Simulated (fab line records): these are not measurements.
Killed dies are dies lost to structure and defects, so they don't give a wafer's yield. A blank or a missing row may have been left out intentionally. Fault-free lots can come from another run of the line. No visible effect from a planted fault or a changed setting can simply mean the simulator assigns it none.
Lot-split experiment + flow n5 finfet + route with 1938 steps; 7 lots, 39 wafers read

## ON THE SPLIT
At N5_BEOL_M9_ILD_DEP_00 (deposits SiCOH lowk from DEMS/porogen, target thk 308.51 nm, time 58 s), the setting target thk a was moved away from the recipe's 3085.1 angstrom on 15 of the 39 wafers read, by -58.9% to -19.8%. The other wafers ran this setting at the recipe's value.

## FROM THE SPLIT ON TO THE READING: in between, the file shows 1 step
- N5_BEOL_M9_CURE_71: cures SiCOH lowk, time 240 s

## THE READING
M9_ILD_THK (nm), taken at N5_BEOL_M9_THK_MEAS_01. On this fab line, fault-free wafers typically give 267 nm with a standard deviation of 3.8 nm.

| wafer  | tool, chamber at the split | target thk a as run, angstrom | against the recipe | M9_ILD_THK, nm | against lot-mates on the recipe |
|--------|----------------------------|-------------------------------|--------------------|----------------|---------------------------------|
| L079.1 | pecvd-04, 1                | 3085.1                        | recipe             | 261            | -                               |
| L079.2 | pecvd-04, 0                | 2474                          | -19.8%             | 210            | -56                             |
| L079.3 | pecvd-04, 1                | 2474                          | -19.8%             | 216            | -50                             |
| L079.4 | pecvd-04, 0                | 2474                          | -19.8%             | 213            | -53                             |
| L079.5 | pecvd-04, 0                | 3085.1                        | recipe             | 269            | -                               |
| L079.6 | pecvd-04, 1                | 3085.1                        | recipe             | 269            | -                               |
| L082.1 | pecvd-03, 1                | 3085.1                        | recipe             | 261            | -                               |
| L082.2 | pecvd-03, 0                | 2367                          | -23.3%             | 198            | -68                             |
| L082.3 | pecvd-03, 2                | 2367                          | -23.3%             | 201            | -65                             |
| L082.4 | pecvd-03, 1                | 2367                          | -23.3%             | 206            | -60                             |
| L082.5 | pecvd-03, 0                | 3085.1                        | recipe             | 270            | -                               |
| L082.6 | pecvd-03, 2                | 3085.1                        | recipe             | 266            | -                               |
| L083.1 | pecvd-03, 0                | 3085.1                        | recipe             | 266            | -                               |
| L083.2 | pecvd-03, 1                | 3085.1                        | recipe             | 262            | -                               |
| L083.3 | pecvd-03, 2                | 3085.1                        | recipe             | 267            | -                               |
| L083.4 | pecvd-03, 2                | 3085.1                        | recipe             | 271            | -                               |
| L083.5 | pecvd-03, 1                | 3085.1                        | recipe             | 265            | -                               |
| L083.6 | pecvd-03, 0                | 3085.1                        | recipe             | 270            | -                               |
| L084.1 | pecvd-02, 1                | 3085.1                        | recipe             | 267            | -                               |
| L084.2 | pecvd-02, 0                | 2295                          | -25.6%             | 206            | -63                             |
| L084.3 | pecvd-02, 2                | 2295                          | -25.6%             | 201            | -68                             |
| L084.4 | pecvd-02, 0                | 2295                          | -25.6%             | 208            | -61                             |
| L084.5 | pecvd-02, 1                | 3085.1                        | recipe             | 267            | -                               |
| L084.6 | pecvd-02, 2                | 3085.1                        | recipe             | 273            | -                               |
| L092.1 | pecvd-02, 2                | 1497                          | -51.5%             | 125            | -146                            |
| L092.2 | pecvd-02, 1                | 1497                          | -51.5%             | 131            | -140                            |
| L092.3 | pecvd-02, 0                | 3085.1                        | recipe             | 269            | -                               |
| L092.4 | pecvd-02, 1                | 3085.1                        | recipe             | 273            | -                               |
| L092.5 | pecvd-02, 2                | 3085.1                        | recipe             | 271            | -                               |
| L092.6 | pecvd-02, 0                | 1497                          | -51.5%             | 134            | -137                            |
| L096.2 | pecvd-04, 2                | 3085.1                        | recipe             | 264            | -                               |
| L096.3 | pecvd-04, 0                | 3085.1                        | recipe             | 263            | -                               |
| L096.6 | pecvd-04, 1                | 3085.1                        | recipe             | 266            | -                               |
| L097.1 | pecvd-04, 1                | 1268                          | -58.9%             | 109            | -162                            |
| L097.2 | pecvd-04, 0                | 1268                          | -58.9%             | 109            | -162                            |
| L097.3 | pecvd-04, 2                | 3085.1                        | recipe             | 268            | -                               |
| L097.4 | pecvd-04, 1                | 1268                          | -58.9%             | 110            | -161                            |
| L097.5 | pecvd-04, 2                | 3085.1                        | recipe             | 274            | -                               |
| L097.6 | pecvd-04, 0                | 3085.1                        | recipe             | 271            | -                               |

FIT RESULTS
A straight line over all 39 wafers: M9_ILD_THK changes by +2.68 nm for each +1% of target thk a; r = +1.00; the points scatter about the line by 4 nm.
The same after taking each lot's own level away (the mean of its wafers on the recipe; 39 wafers): +2.73 nm for each +1%; r = +1.00; scatter 3.4 nm.
According to that fit, moving target thk a by its largest amount changes the reading by 1.6e+02 nm.
Across the lots, their own levels run from 264.3 to 271.0 nm, a range of 1.8 times the standard deviation given above.
The two slopes agree, so the slope changes little with the lot-to-lot level.
Check: -160 nm against its lot-mates is what the line predicts for one of the wafers moved furthest among these (-58.9%) when that wafer is left out of the fit. It came out at -162 nm against them.

## FURTHER SPLITS ON THESE WAFERS
Other splits were also applied to these wafers ahead of the reading. Each is held against what the fit with the lots' levels taken away leaves over:
| other split on the same wafers           | wafers away from the commonest value | r with M9_ILD_THK (lot level and that fit taken away) |
|------------------------------------------|--------------------------------------|-------------------------------------------------------|
| N5_BEOL_M4_TRENCH_ETCH_37 target depth a | 18                                   | -0.21                                                 |
| N5_BEOL_M6_HM_DEP_02 target thk a        | 9                                    | -0.09                                                 |

## THE WHOLE CHAIN: every reading that the file lists as answering this split, in the file's order
| step                   | what it does                                                           | reading                                                                                  | change (the file's fit)              | r (the file's) |
|------------------------|------------------------------------------------------------------------|------------------------------------------------------------------------------------------|--------------------------------------|----------------|
| N5_BEOL_M9_ILD_DEP_00  | deposits SiCOH lowk from DEMS/porogen, target thk 308.51 nm, time 58 s | SiCOH_lowk_of_BEOL_M9_ILD_DEP_00.thk nm (the simulator's own value, which no gauge read) | +3.1 nm for each +1% of the setting  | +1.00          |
| N5_BEOL_M9_CURE_71     | cures SiCOH lowk, time 240 s                                           | SiCOH_lowk_of_BEOL_M9_ILD_DEP_00.thk nm (the simulator's own value, which no gauge read) | +2.72 nm for each +1% of the setting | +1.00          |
| N5_BEOL_M9_THK_MEAS_01 |                                                                        | M9_ILD_THK                                                                               | +2.72 for each +1% of the setting    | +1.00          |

## FILE'S OWN FIT
M9_ILD_THK changes by +2.72 nm for each +1% of target thk a, r = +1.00.
